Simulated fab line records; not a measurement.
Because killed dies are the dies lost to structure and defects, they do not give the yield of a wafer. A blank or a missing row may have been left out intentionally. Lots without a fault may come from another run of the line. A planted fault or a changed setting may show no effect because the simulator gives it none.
fab line records	flow nandHarc
[record] lots = 14	wafers = 42	lastDay = 24
route steps=1159 shown A_CONTACT@921
lots untouched by any fault: they come from a run of this same line in which no faults occurred
startH: the number of hours between the record's first day and the start of the first shown wafer of the lot	waitH: how many hours have passed since the lot's step before this one	" the same as in the row above	L1.1+2: a single row standing in for several wafers	- no value, or no start given	* or withheld: withheld	< > ~ a bound
route shown NAME@n: a module of which the file shows steps, and the number in the route of the first	usual: the fault-free wafers' mean and standard deviation	same: alike in all rows	chamber/n: place in a boat	sites: each site's reading	_std_site: their standard deviation	_edge_site: mean of outer sites minus mean of inner sites	radiusMm: for every site, how far away it sits from the centre of the wafer	mask NAME#n: copy n	behind: the tool/chamber that last shaped the wafer	hold: cause of the lot's hold/its duration in hours/its outcome	device: the transistor (n, p or np) that didn't switch	end of line: tests of these same wafers at the route's end	a step without rows: its recipe alone	killed: dies lost to structure and defects at the first sort, not the wafer's yield	map: per-die view of a wafer (x killed, . not killed, _ where there is no die)
set.NAME: the run value of the setting; set.NAME@STEP: its run value at that earlier step	model.NAME: the simulator's own value behind a step, which no gauge read
one table for each step of the route and one row for each wafer, over a sample of lots
services: a tool's chamber out of use, with start hour (startH, from the record's first day; less than 0 if before it), hours out, and reason
[[steps]]
[step NHARC_A_CONTACT_STRIP_82]
[recipe] o2FlowSccm = 500	arFlowSccm = 0	biasW = 0	chemistry = O2
[usual] drypumpMotorCurrentA = 5.7/0.42	oesProductAu = 0.998/0.0094	rfVppV = 57.8/0.88	showerheadPlenumPTorr = 3.52/0.17	throttleValvePct = 17.036/0.0093
lot.wafer	tool	chamber	startH	waitH	drypumpMotorCurrentA	oesProductAu	rfHoursCounterH	rfVppV	showerheadPlenumPTorr	throttleValvePct
L965.1	rieDiel-09	3	-	-	5.6	1.007	50	56.2	3.68	17.048
L965.3	"	1	"	"	5.0	1.013	45	57.5	3.30	17.039
L965.5	"	2	"	"	5.6	1.013	-	58.2	3.61	17.022
L964.2	rieDiel-09	3	-	-	5.6	0.997	50	58.8	3.68	17.028
L964.1	"	1	"	"	5.0	1.012	45	56.6	3.30	17.035
L964.6	"	2	"	"	5.6	0.991	-	57.1	3.61	17.024
L966.2	rieDiel-01	0	-	-	5.7	0.994	16	57.8	3.80	17.031
L966.3	"	1	"	"	6.1	0.986	14	56.7	3.35	17.035
L966.5	"	3	"	"	6.2	0.993	-	58.3	3.48	17.034
L967.2	rieDiel-09	3	-	-	5.6	1.013	57	59.0	3.68	17.027
L967.4	"	0	"	"	6.4	0.994	53	57.5	3.59	17.032
L967.5	"	1	"	"	5.0	1.013	-	57.6	3.30	17.026
L968.2	rieDiel-01	3	-	-	6.2	1.002	20	57.8	3.48	17.034
L968.5	"	1	"	"	6.1	0.985	-	58.0	3.35	17.041
L968.6	"	0	"	"	5.7	1.001	-	58.4	3.80	17.055
L969.4	rieDiel-09	0	-	-	6.4	0.980	60	58.6	3.58	17.020
L969.3	"	2	"	"	5.7	1.000	60	58.2	3.61	17.036
L969.5	"	1	"	"	5.0	1.006	-	57.5	3.30	17.030
L973.3	rieDiel-03	2	-	-	5.2	0.995	16	58.1	3.73	17.025
L973.5	"	2	"	"	5.2	0.996	-	58.3	3.73	17.053
L973.6	"	3	"	"	5.3	0.993	-	56.8	3.29	17.037
L978.2	rieDiel-01	2	-	-	5.6	0.980	24	58.2	3.44	17.044
L978.4	"	3	"	"	6.2	0.998	33	57.5	3.47	17.043
L978.5	"	1	"	"	6.1	0.981	-	56.4	3.34	17.031
L980.4	rieDiel-01	3	-	-	6.2	0.994	35	57.8	3.47	17.031
L980.2	"	2	"	"	5.6	1.002	27	57.7	3.44	17.033
L980.6	"	3	"	"	6.2	1.006	-	57.1	3.47	17.048
L981.2	rieDiel-01	1	-	-	6.1	0.975	33	58.0	3.34	17.031
L981.1	"	3	"	"	6.2	0.994	35	56.5	3.47	17.044
L981.5	"	0	"	"	5.7	0.992	-	59.0	3.79	17.044
L982.4	rieDiel-03	3	-	-	5.3	0.994	31	57.3	3.28	17.038
L982.3	"	1	"	"	4.8	1.003	41	58.6	3.64	17.044
L982.1	"	2	"	"	5.2	0.999	34	59.1	3.72	17.038
L983.2	rieDiel-03	1	-	-	4.7	1.015	45	56.8	3.63	17.021
L983.4	"	0	"	"	5.8	0.984	30	58.0	3.57	17.044
L983.5	"	2	"	"	5.2	1.011	-	57.6	3.71	17.029
L985.2	rieDiel-09	3	-	-	5.6	0.995	31	58.7	3.65	17.043
L985.6	"	2	"	"	5.6	0.976	-	58.2	3.59	17.045
L985.5	"	3	"	"	5.6	1.011	-	58.7	3.65	17.040
L984.3	rieDiel-01	3	-	-	6.2	0.985	3	57.5	3.47	17.029
L984.4	"	0	"	"	5.7	0.994	3	58.2	3.79	17.048
L984.5	"	2	"	"	5.6	1.008	-	58.0	3.44	17.026
[step NHARC_A_CONTACT_DEP_84]
[recipe] targetThkA = 20000	tempC = 400	material = aC
[usual] throttleValvePct = 35.000/0.0098
lot.wafer	tool	chamber	startH	waitH	throttleValvePct
L965.1	aclDep-01	0	383.66	-	34.997
L965.3	"	0	"	"	34.997
L965.5	"	0	"	"	34.985
L964.1	aclDep-01	0	384.93	-	35.002
L964.2	"	0	"	"	35.007
L964.6	"	0	"	"	35.009
L966.2	aclDep-03	0	398.50	-	34.987
L966.3	"	0	"	"	34.985
L966.5	"	0	"	"	35.002
L967.2	aclDep-01	0	400.01	-	34.989
L967.4	"	0	"	"	34.993
L967.5	"	0	"	"	34.989
L968.2	aclDep-01	0	411.16	-	35.002
L968.5	"	0	"	"	35.013
L968.6	"	0	"	"	35.010
L969.3	aclDep-01	0	416.26	-	35.015
L969.4	"	0	"	"	34.997
L969.5	"	0	"	"	35.007
L973.3	aclDep-03	0	449.97	-	35.010
L973.5	"	0	"	"	35.010
L973.6	"	0	"	"	35.024
L978.2	aclDep-02	0	476.19	-	34.991
L978.4	"	0	"	"	34.997
L978.5	"	0	"	"	35.002
L980.2	aclDep-02	0	490.35	-	35.009
L980.4	"	0	"	"	34.972
L980.6	"	0	"	"	34.995
L981.1	aclDep-03	0	490.46	-	35.019
L981.2	"	0	"	"	34.999
L981.5	"	0	"	"	34.973
L982.1	aclDep-01	0	495.74	-	35.003
L982.3	"	0	"	"	35.010
L982.4	"	0	"	"	35.007
L983.2	aclDep-03	0	511.76	-	34.991
L983.4	"	0	"	"	34.975
L983.5	"	0	"	"	35.016
L985.2	aclDep-03	0	514.98	-	35.011
L985.5	"	0	"	"	34.998
L985.6	"	0	"	"	35.005
L984.3	aclDep-02	0	518.59	-	34.997
L984.4	"	0	"	"	35.009
L984.5	"	0	"	"	35.015
[step NHARC_A_CONTACT_DESCUM_13]
[recipe] timeS = 3	o2FlowSccm = 200	arFlowSccm = 0	biasPowerW = 0	chemistry = O2
[usual] drypumpMotorCurrentA = 5.6/0.47	oesProductAu = 0.998/0.0085	rfVppV = 57.8/0.98	showerheadPlenumPTorr = 1.92/0.094	throttleValvePct = 11.313/0.0096
lot.wafer	tool	chamber	startH	waitH	drypumpMotorCurrentA	oesProductAu	rfHoursCounterH	rfVppV	showerheadPlenumPTorr	throttleValvePct
L965.3	rieDiel-03	2	386.01	0.2	5.2	1.001	61	58.6	2.03	11.317
L965.1	"	1	"	"	4.7	0.999	55	58.4	1.99	11.302
L965.5	"	2	"	"	5.2	1.003	-	57.0	2.04	11.304
L964.2	rieDiel-09	3	387.11	0.1	5.6	1.004	52	57.1	2.00	11.307
L964.1	"	0	"	"	6.4	0.991	48	58.3	1.95	11.318
L964.6	"	3	"	"	5.6	0.995	-	57.7	2.00	11.308
L966.2	rieDiel-01	3	400.47	0.1	6.2	1.008	17	57.1	1.88	11.320
L966.3	"	1	"	"	6.0	0.986	14	58.1	1.81	11.314
L966.5	"	0	"	"	5.7	1.009	-	60.3	2.07	11.336
L967.2	rieDiel-09	0	401.84	0.1	6.3	0.989	55	57.7	1.95	11.318
L967.4	"	2	"	"	5.6	0.996	56	57.0	1.96	11.321
L967.5	"	1	"	"	5.0	1.007	-	57.2	1.78	11.318
L968.2	rieDiel-01	0	413.01	0.1	5.7	1.005	19	58.3	2.07	11.321
L968.5	"	0	"	"	5.7	1.009	-	58.8	2.07	11.316
L968.6	"	1	"	"	6.0	0.982	-	56.5	1.81	11.302
L969.4	rieDiel-01	3	418.05	0.1	6.2	0.992	21	58.0	1.88	11.318
L969.3	"	1	"	"	6.1	0.988	18	58.7	1.81	11.296
L969.5	"	2	"	"	5.6	0.994	-	56.2	1.87	11.315
L973.3	rieDiel-01	3	451.73	0.1	6.2	1.002	29	57.5	1.88	11.313
L973.5	"	3	"	"	6.2	0.998	-	58.0	1.88	11.310
L973.6	"	0	"	"	5.7	0.984	-	59.3	2.07	11.304
L978.4	rieDiel-01	2	478.03	0.1	5.6	0.984	25	55.6	1.86	11.322
L978.2	"	0	"	"	5.7	0.992	33	58.8	2.07	11.322
L978.5	"	2	"	"	5.6	1.000	-	58.2	1.86	11.314
L980.4	rieDiel-03	3	492.38	0.1	5.3	0.996	31	58.1	1.77	11.310
L980.2	"	1	"	"	4.7	1.013	40	57.6	1.98	11.305
L980.6	"	3	"	"	5.3	0.996	-	59.0	1.77	11.306
L981.1	rieDiel-09	0	492.64	0.1	6.4	0.989	21	59.0	1.94	11.319
L981.2	"	2	"	"	5.6	0.997	19	60.2	1.95	11.308
L981.5	"	0	"	"	6.4	0.998	-	56.5	1.94	11.313
L982.4	rieDiel-09	2	499.19	1.4	5.6	0.979	21	56.9	1.95	11.307
L982.3	"	0	"	"	6.4	1.006	24	56.7	1.94	11.322
L982.1	"	1	"	"	5.0	0.996	23	58.4	1.77	11.314
L983.2	rieDiel-03	2	513.75	0.1	5.2	1.004	40	58.5	2.02	11.312
L983.4	"	3	"	"	5.3	1.001	38	56.4	1.77	11.335
L983.5	"	1	"	"	4.7	1.006	-	57.8	1.98	11.301
L985.2	rieDiel-03	0	516.94	0.1	5.7	0.994	33	57.5	1.93	11.300
L985.6	"	0	"	"	5.7	0.976	-	58.7	1.93	11.313
L985.5	"	1	"	"	4.7	1.016	-	59.8	1.97	11.313
L984.3	rieDiel-03	0	520.23	0.1	5.8	0.992	34	57.6	1.93	11.315
L984.4	"	1	"	"	4.8	1.002	-	57.8	1.97	11.338
L984.5	"	3	"	"	5.3	0.997	-	57.1	1.77	11.320
[step NHARC_A_CONTACT_ETCH_30]
[recipe] targetDepthA = 605	timeS = 30.2	cf4FlowSccm = 100	chf3FlowSccm = 30	arFlowSccm = 0	rfW = 500	biasW = 200	chemistry = CF4/CHF3
[usual] drypumpMotorCurrentA = 5.6/0.45	oesProductAu = 0.930/0.017	rfVppV = 370.6/2.8	showerheadPlenumPTorr = 1.57/0.077	throttleValvePct = 16.804/0.0084
lot.wafer	tool	chamber	startH	waitH	drypumpMotorCurrentA	oesProductAu	rfHoursCounterH	rfVppV	showerheadPlenumPTorr	throttleValvePct
L965.1	rieDiel-03	2	387.40	-	5.2	0.931	62	374.8	1.67	16.796
L965.3	"	3	"	"	5.3	0.931	64	367.4	1.47	16.795
L965.5	"	2	"	"	5.2	0.925	-	374.1	1.67	16.802
L964.1	rieDiel-09	2	387.64	-	5.7	0.935	50	372.6	1.61	16.798
L964.2	"	3	"	"	5.6	0.921	52	372.0	1.64	16.807
L964.6	"	3	"	"	5.6	0.933	-	373.4	1.64	16.795
L966.2	rieDiel-01	3	401.23	-	6.2	0.929	18	370.3	1.55	16.796
L966.3	"	0	"	"	5.7	0.924	17	373.8	1.70	16.793
L966.5	"	1	"	"	6.1	0.912	-	369.2	1.49	16.809
L967.4	rieDiel-09	3	402.44	-	5.6	0.921	59	371.4	1.64	16.797
L967.2	"	1	"	"	5.0	0.938	53	366.4	1.47	16.812
L967.5	"	2	"	"	5.7	0.924	-	371.5	1.61	16.808
L968.2	rieDiel-01	3	413.67	-	6.2	0.926	21	368.5	1.55	16.813
L968.5	"	0	"	"	5.7	0.922	-	374.5	1.69	16.778
L968.6	"	1	"	"	6.0	0.905	-	368.4	1.49	16.804
L969.3	rieDiel-01	1	418.59	-	6.0	0.903	19	368.1	1.49	16.813
L969.4	"	2	"	"	5.6	0.956	13	369.2	1.54	16.799
L969.5	"	1	"	"	6.0	0.908	-	368.8	1.49	16.804
L973.3	rieDiel-01	3	452.28	-	6.2	0.911	29	369.3	1.55	16.806
L973.6	"	0	"	"	5.7	0.790	-	374.9	1.69	16.827
L973.5	"	1	"	"	6.0	0.911	-	368.4	1.49	16.807
L978.4	rieDiel-01	2	478.55	-	5.6	0.913	25	368.2	1.53	16.807
L978.2	"	0	"	"	5.7	0.792	33	374.7	1.69	16.796
L978.5	"	3	"	"	6.2	0.920	-	371.3	1.55	16.814
L980.2	rieDiel-03	2	492.90	-	5.2	0.920	34	373.4	1.66	16.811
L980.4	"	0	"	"	5.8	0.919	24	371.7	1.59	16.802
L980.6	"	2	"	"	5.2	0.935	-	374.7	1.66	16.807
L981.2	rieDiel-09	1	493.16	-	5.0	0.928	20	366.9	1.46	16.802
L981.1	"	3	"	"	5.6	0.924	22	372.8	1.63	16.805
L981.5	"	1	"	"	5.1	0.940	-	366.6	1.46	16.794
L982.1	rieDiel-09	1	501.77	-	5.0	0.939	24	366.5	1.46	16.809
L982.3	"	2	"	"	5.6	0.931	24	371.0	1.60	16.796
L982.4	"	3	"	"	5.6	0.942	26	372.4	1.63	16.793
L983.2	rieDiel-03	3	514.34	-	5.3	0.931	38	366.5	1.46	16.788
L983.5	"	0	"	"	5.8	0.918	-	372.2	1.59	16.818
L983.4	"	1	"	"	4.7	0.939	-	373.3	1.62	16.794
L985.2	rieDiel-03	3	517.57	-	5.3	0.967	39	366.9	1.46	16.808
L985.5	"	1	"	"	4.7	0.971	-	372.2	1.62	16.812
L985.6	"	3	"	"	5.3	0.957	-	367.5	1.46	16.799
L984.3	rieDiel-03	0	520.84	-	5.7	0.950	35	372.5	1.59	16.827
L984.5	"	3	"	"	5.3	0.951	-	366.1	1.46	16.796
L984.4	"	0	"	"	5.8	0.955	-	370.5	1.59	16.805
[[services]]
tool	chamber	startH	hours	kind
rieDiel-09	0	371.94	1.3	repair
rieDiel-01	0	372.84	-	clean
rieDiel-01	1	372.84	-	clean
rieDiel-01	2	372.84	-	clean
rieDiel-01	3	372.84	-	clean
rieDiel-01	2	381.19	32.8	repair
rieDiel-01	1	383.76	2.5	repair
rieDiel-03	-	392.34	9.0	pm
rieDiel-01	0	397.35	-	clean
rieDiel-01	1	397.35	-	clean
rieDiel-01	3	397.35	-	clean
aclDep-03	-	407.80	13.0	pm
rieDiel-03	2	408.24	2.8	repair
rieDiel-01	0	421.93	-	clean
rieDiel-01	1	421.93	-	clean
rieDiel-01	2	421.93	-	clean
rieDiel-01	0	424.13	5.2	repair
rieDiel-09	-	432.52	9.0	pm
rieDiel-01	-	465.79	1.9	repair
aclDep-01	-	473.26	13.0	pm
rieDiel-01	-	491.84	9.0	pm
rieDiel-03	2	513.89	7.6	repair
rieDiel-09	3	514.81	12.1	repair
rieDiel-01	-	515.86	0.1	repair
[[key]]
[firstSign] step = NHARC_A_CONTACT_ETCH_30	reading = oesProductAu	direction = down	sigmas = 8.2	usual = 0.930	struck = 0.791
effect none on later readings
metAt NHARC_A_CONTACT_ETCH_30
struckLots L973,L978
struckWafers L973.6,L978.2
sortLeftOut L973.6,L978.2
testerLeftOut L973,L978
notActingAt NHARC_A_CONTACT_STRIP_82,NHARC_A_CONTACT_DEP_84,NHARC_A_CONTACT_DESCUM_13
onsetBetween 413.67 452.28
[fault] kind = processParameterDrift	tool = rieDiel-01	chamber = 0	onsetH = 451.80	steps = NHARC_A_CONTACT_ETCH_30	channel = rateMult	offset = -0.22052	shape = step	endH = 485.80
// testerLeftOut: of these lots the tester's yield and bins aren't shown, on N5 and GAA mostly nor the transistor test; their killed dies are dies lost to structure and defects alone, not to doping, threshold or leakage, so they don't give the yield
// sortLeftOut: the simulated sort isn't trusted on such a fault, so these wafers' sort isn't shown, and their yield isn't known
